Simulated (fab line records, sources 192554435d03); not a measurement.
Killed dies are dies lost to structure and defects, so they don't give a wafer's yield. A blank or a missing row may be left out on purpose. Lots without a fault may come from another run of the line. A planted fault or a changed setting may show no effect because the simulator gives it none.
Chamber matching | flow n5_finfet | N5_FIN_SAQP_ALD_61 on ald_sin-01: 4 sister chambers
The step deposits SiO2, target thk 4 nm, pulse time 1 s, purge time 2 s. 8 wafers are shown with their chamber, then 9 later ones without.

WAFERS WITH THEIR CHAMBER
wafer  | chamber | heater_power_w (W) | precursor_pulse_height_rel
L082.6 | 0       | 396                | 1.029
L085.5 | 2       | 548                | 0.976
L087.4 | 1       | 402                | 1.000
L087.5 | 0       | 392                | 0.994
L087.6 | 3       | 410                | 1.028
L088.2 | 1       | 381                | 0.997
L088.4 | 3       | 407                | 1.006
L088.6 | 2       | 569                | 0.967

WAFERS WITHOUT THEIR CHAMBER
wafer  | heater_power_w (W) | precursor_pulse_height_rel
L090.4 | 396                | 0.955
L090.5 | 398                | 0.994
L090.6 | 405                | 0.995
L093.1 | 405                | 1.008
L093.3 | 389                | 1.024
L093.4 | 406                | 1.008
L095.2 | 576                | 1.006
L095.3 | 408                | 1.002
L095.5 | 395                | 0.978

WHICH CHAMBER EACH WENT THROUGH
wafer  | from the rows above          | in truth
L090.4 | can't be placed: 1 or 0 or 3 | 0
L090.5 | can't be placed: 1 or 0 or 3 | 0
L090.6 | can't be placed: 1 or 3 or 0 | 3
L093.1 | can't be placed: 3 or 0 or 1 | 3
L093.3 | can't be placed: 0 or 1 or 3 | 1
L093.4 | can't be placed: 3 or 0 or 1 | 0
L095.2 | 2                            | 2
L095.3 | can't be placed: 3 or 0 or 1 | 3
L095.5 | can't be placed: 1 or 0 or 3 | 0
Placed correctly: 1 of 9. Can't be placed from these rows: 8 (the true chamber is among the candidates in 8). Placed wrongly: 0.
How it was worked out, from the rows above alone: a wafer's distance from a chamber is the root of the sum, over the readings, of the square of ((its reading less the chamber's mean) divided by the reading's scatter). The wafer belongs to the nearest chamber; if the next one is less than 2 further off, it can't be placed. A chamber's mean is the mean of its shown wafers. The scatter: the root of (the sum of the squares of (reading less its chamber's mean) over the shown wafers, divided by (wafers less chambers)).
